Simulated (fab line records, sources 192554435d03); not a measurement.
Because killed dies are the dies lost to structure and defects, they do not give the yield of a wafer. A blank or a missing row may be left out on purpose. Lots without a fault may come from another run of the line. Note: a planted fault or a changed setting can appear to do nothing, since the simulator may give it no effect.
Struck lot and sound lot, side by side / flow n5-finfet / 15 steps out of a route of 1938
Sound: these wafers, L145.2, L145.3, L145.6. Struck: wafer L138.5 (left out: L138.3, a lot-mate that was not struck); the cause follows at the end.
Each step with rows lists, per side, the tool, then ch with its chambers, then its first start. Under that, the readings that differ: sound wafers / struck wafers / difference of the means / sigmas: that difference in standard deviations of wafers without a fault.
alike: readings with means less than 2 such deviations apart, plus words and numbers identical on both sides. not compared: withheld readings, readings lacking a value on some wafer, bounds such as >300 that could conceal the same value, and numbers that have no deviation in the record and whose values overlap.
Wherever a step has rows on one side only, a row that says differs or no value, or a row with sigmas, the two part there. Non-overlapping numbers with no deviation appear without sigmas and do not part them. Lack of a reading on every wafer of one side parts them only where that side has two or more wafers.

first, 8 steps without rows for these wafers: N5_BEOL_M5_COAT_66 (time 60 s, resist thk 12 nm); N5_BEOL_M5_COAT_74 (time 60 s, resist thk 5 nm); N5_BEOL_M5_COAT_22 (resist thk 30 nm); N5_BEOL_M5_EBR_24; N5_BEOL_M5_SOFTBAKE_23 (time 60 s); N5_BEOL_M5_EXPOSE_25 (exposes mask V4, defocus 10 nm); N5_BEOL_M5_PEB_26 (peb time 60 s); N5_BEOL_M5_DEVELOP_27 (develop time 30 s).
N5_BEOL_M5_CD_MEAS_28: target cd 30.6 nm, target cd y 20 nm.
  sound on cd-sem-01 ch 0, day 12 17:44; struck on cd-sem-03 ch 0, day 10 13:33
  alike: cd-nm
N5_BEOL_M5_OVL_MEAS_29:
  sound on overlay-01 ch 0, day 12 17:46; struck on overlay-01 ch 0, day 10 13:35
  alike: V4_OVL
N5_BEOL_M5_INSPECT_30: inspects for defects (brightfield).
  sound: defect-inspect-01 at day 12 17:49; struck: defect-inspect-01 at day 10 13:38
  alike: raw-defect-count
N5_BEOL_M5_DESCUM_33: chemistry O2, time 7 s.
  sound on rie-diel-05 ch 0,1,3, day 12 17:58; struck on rie-diel-03 ch 1, day 10 14:23
reading=drypump-motor-current-A (A); sound=5.5 6.1 5.4; struck=4.9; difference=-0.8; sigmas=-2
  alike: oes-product-au, rf-vpp-V, showerhead-plenum-p-Torr, temp-c, throttle-valve-pct
  not compared: rf-hours-counter-h
N5_BEOL_M5_ETCH_75: etches underlayer in N2/H2, target depth 6.5 nm, time 5.2 s.
  sound on rie-diel-05 ch 0,1,3, day 12 17:59; struck on rie-diel-03 ch 1, day 10 14:25
reading=etch-rf-on-time-s (s); sound=5.21 5.19 5.07; struck=3.55; difference=-1.61; sigmas=-12
reading=oes-product-au (a.u.); sound=0.61 0.75 0.67; struck=0.98; difference=+0.30; sigmas=+4
  alike: drypump-motor-current-A, rf-vpp-V, showerhead-plenum-p-Torr, throttle-valve-pct
  not compared: rf-hours-counter-h
N5_BEOL_M5_ETCH_67: etches SiARC in CF4, target depth 15.6 nm, time 26 s.
  sound on rie-diel-05 ch 0,1,3, day 12 18:01; struck on rie-diel-03 ch 1, day 10 14:26
reading=rf-vpp-V (V); sound=182.4 182.8 183.2; struck=185.5; difference=+2.7; sigmas=+2
  alike: drypump-motor-current-A, etch-rf-on-time-s, oes-product-au, showerhead-plenum-p-Torr, throttle-valve-pct
  not compared: rf-hours-counter-h
-- the record jumps here: 4 days lie between the struck wafers' starts before and after (it left off in module BEOL_M5 and takes up again in module PASSIVATION, whose first step shown is number 1936 of the route) --
N5_PASSIVATION_PROBE_49:
  sound: prober-02 at day 17 01:21; struck: prober-02 at day 14 23:49
reading=defect-limited-yield (%); sound=92.4 92.9 92.1; struck=87.8; difference=-4.7; sigmas=-4
reading=killed_at_M0_to_M3; sound=28 32 20; struck=54; difference=+27; sigmas=+3
reading=killed-dies; sound=90 84 93; struck=144; difference=+55; sigmas=+3
reading=killed-open; sound=54 51 58; struck=105; difference=+51; sigmas=+4
reading=sort_bin_4_leakage (%); sound=0 0 0; struck=0.08; difference=+0.08; sigmas=+7
reading=sort_bin_5_function (%); sound=4.6 4.4 4.7; struck=7.7; difference=+3.1; sigmas=+4
reading=sort-n-pass; sound=1090 1096 1087; struck=1035; difference=-56; sigmas=-4
reading=sort-yield-pct (%); sound=92.4 92.9 92.1; struck=87.7; difference=-4.8; sigmas=-4
  alike: killed_at_M4_up, killed-at-contacts, killed-at-front-end, killed-at-other, killed-short, sort_bin_6_memory

## WHERE THEY PART
Earliest at N5_BEOL_M5_DESCUM_33; latest, in this record, at N5_PASSIVATION_PROBE_49.

WHY: what the simulator had put in
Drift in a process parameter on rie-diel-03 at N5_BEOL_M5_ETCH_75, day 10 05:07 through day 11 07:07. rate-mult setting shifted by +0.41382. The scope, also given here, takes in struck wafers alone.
